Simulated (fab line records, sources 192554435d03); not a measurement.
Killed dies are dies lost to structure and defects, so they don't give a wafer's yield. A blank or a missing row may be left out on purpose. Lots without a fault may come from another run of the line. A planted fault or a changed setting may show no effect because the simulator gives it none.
A struck lot beside a sound one | flow n5_finfet | 36 steps out of a route of 1938
Sound: wafers L281.2, L281.3, L281.6. Struck: wafer L274.1. (L274.6 of the same lot was not struck and is left out.) The cause comes at the end.
At each step with rows: each side's tool, then ch and its chambers, then its first start. Under that, the readings that differ: sound wafers | struck wafers | difference of the means | sigmas: that difference in standard deviations of wafers without a fault.
alike: readings whose means differ by less than 2 such deviations, and words and numbers that are the same on both sides. not compared: withheld readings, readings that some wafer has no value for, bounds like >300 that may hide the same value, and numbers for which the record gives no deviation and whose values overlap.
The two part at a step that has a row with sigmas, a row that says differs or no value, or rows on one side only. Numbers that don't overlap but have no deviation are shown without sigmas and don't part them. A reading that every wafer of one side lacks parts them only if that side has two wafers or more.

first, 9 steps without rows for these wafers: N5_BEOL_M4_ANNEAL_95 (time 240 s); N5_BEOL_M4_SPUTTER_96 (material Cu, target thk 4.5 nm, time 8.29 s); N5_BEOL_M4_ECD_50 (material Cu, target thk 300 nm); N5_BEOL_M4_ANNEAL_51 (time 90 s); N5_BEOL_M4_CMP_52 (polishes, stops on SiOC, t overpolish 6.8 s, target thk 40 nm); N5_BEOL_M4_PRE_CLEAN_60 (time 15 s); N5_BEOL_M4_CO_CAP_55 (material Co, precursor CCTBA/H2, target thk 2 nm, time 102.1 s); N5_BEOL_M4_PRE_CLEAN_56 (time 15 s); N5_BEOL_M4_DEP_57 (deposits SiCN from 3MS/NH3, target thk 8 nm, time 14 s).
N5_BEOL_M4_RC_MEAS_101:
  sound on prober-01 ch 0, day 13 14:33; struck on prober-02 ch 0, day 11 12:01
  alike: DIBL_N, DIBL_P, IOFF_N, IOFF_P, ION_N, ION_P, SS_N, SS_P, VT_N, VT_P
then, 24 steps without rows for these wafers: N5_BEOL_M5_ILD_DEP_00 (deposits SiCOH lowk from DEMS/porogen, target thk 140.64 nm, time 25.9 s); N5_BEOL_M5_CURE_79 (cures SiCOH lowk, time 240 s); N5_BEOL_M5_PECVD_70 (deposits SiO2 from TEOS/O2, target thk 16 nm, time 18 s); N5_BEOL_M5_HM_DEP_02 (deposits TiN, target thk 20 nm); N5_BEOL_M5_COAT_59 (time 60 s, resist thk 60 nm); N5_BEOL_M5_COAT_60 (time 60 s, resist thk 12 nm); N5_BEOL_M5_COAT_71 (time 60 s, resist thk 5 nm); N5_BEOL_M5_COAT_05 (resist thk 30 nm); N5_BEOL_M5_EBR_07; N5_BEOL_M5_SOFTBAKE_06 (time 60 s); N5_BEOL_M5_EXPOSE_08 (exposes mask M5, target cd 28 nm); N5_BEOL_M5_PEB_09 (peb time 60 s); N5_BEOL_M5_DEVELOP_10 (develop time 30 s); N5_BEOL_M5_DESCUM_16 (chemistry O2, time 7 s); N5_BEOL_M5_ETCH_72 (etches underlayer in N2/H2, target depth 6.5 nm, time 5.2 s); N5_BEOL_M5_ETCH_61 (etches SiARC in CF4, target depth 15.6 nm, time 26 s); N5_BEOL_M5_ETCH_62 (etches SOC in N2/H2, target depth 75 nm, overetch 15 nm, time 112.5 s); N5_BEOL_M5_STRIP_63 (strips in N2/H2); N5_BEOL_M5_STRIP_73 (strips in N2/H2); N5_BEOL_M5_STRIP_64 (strips in CF4); N5_BEOL_M5_HM_OPEN_17 (chemistry Cl2/BCl3, target TiN, target depth 20 nm, overetch 6 nm); N5_BEOL_M5_STRIP_19 (strips in O2); N5_BEOL_M5_COAT_65 (time 60 s, resist thk 60 nm); N5_BEOL_M5_COAT_66 (time 60 s, resist thk 12 nm).
-- the record jumps here: 3 days lie between the struck wafers' starts before and after (it left off in module BEOL_M5 and takes up again in module BEOL_M11, whose first step shown is number 1575 of the route) --
N5_BEOL_M11_VIA_ETCH_34: etches SiCOH lowk in C4F6/O2, target depth 184.5 nm, time 69.2 s.
  sound on rie_diel-03 ch 1,3, day 16 10:33; struck on rie_diel-05 ch 1, day 14 01:48
  reading                                   | sound             | struck | difference | sigmas
  run_length_s (s)                          | 92.3 92.7 92.6    | 70.4   | -22.1      | -63
  showerhead_plenum_p_Torr (Torr)           | 3.00 2.89 3.00    | 2.76   | -0.20      | -3
  throttle_valve_pct (%)                    | 21.04 20.81 21.04 | 20.50  | -0.46      | -2
  model.etch.depth_nm (nm)                  | 183 187.6 183.7   | 128.1  | -56.7      |
  model.SOC_of_BEOL_M11_COAT_63.thk_nm (nm) | 91.4 91.2 91.2    | 94.6   | +3.3       |
  alike: O2_flow_sccm, drypump_motor_current_A, oes_ar_750_au, oes_product_au, rf_vpp_V
  not compared: rf_hours_counter_h
-- the record jumps here: 2 days lie between the struck wafers' starts before and after (it left off in module BEOL_M11 and takes up again in module PASSIVATION, whose first step shown is number 1936 of the route) --
N5_PASSIVATION_PROBE_49:
  the record has rows for the struck wafers here (prober-01, day 16 07:57) and none for the sound ones

WHERE THEY PART
First at N5_BEOL_M11_VIA_ETCH_34; last, within this record, at N5_PASSIVATION_PROBE_49.

WHY: what the simulator had put in
Process parameter drift: rie_diel-05, from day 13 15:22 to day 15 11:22, at N5_BEOL_M11_VIA_ETCH_34. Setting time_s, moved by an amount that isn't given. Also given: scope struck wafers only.
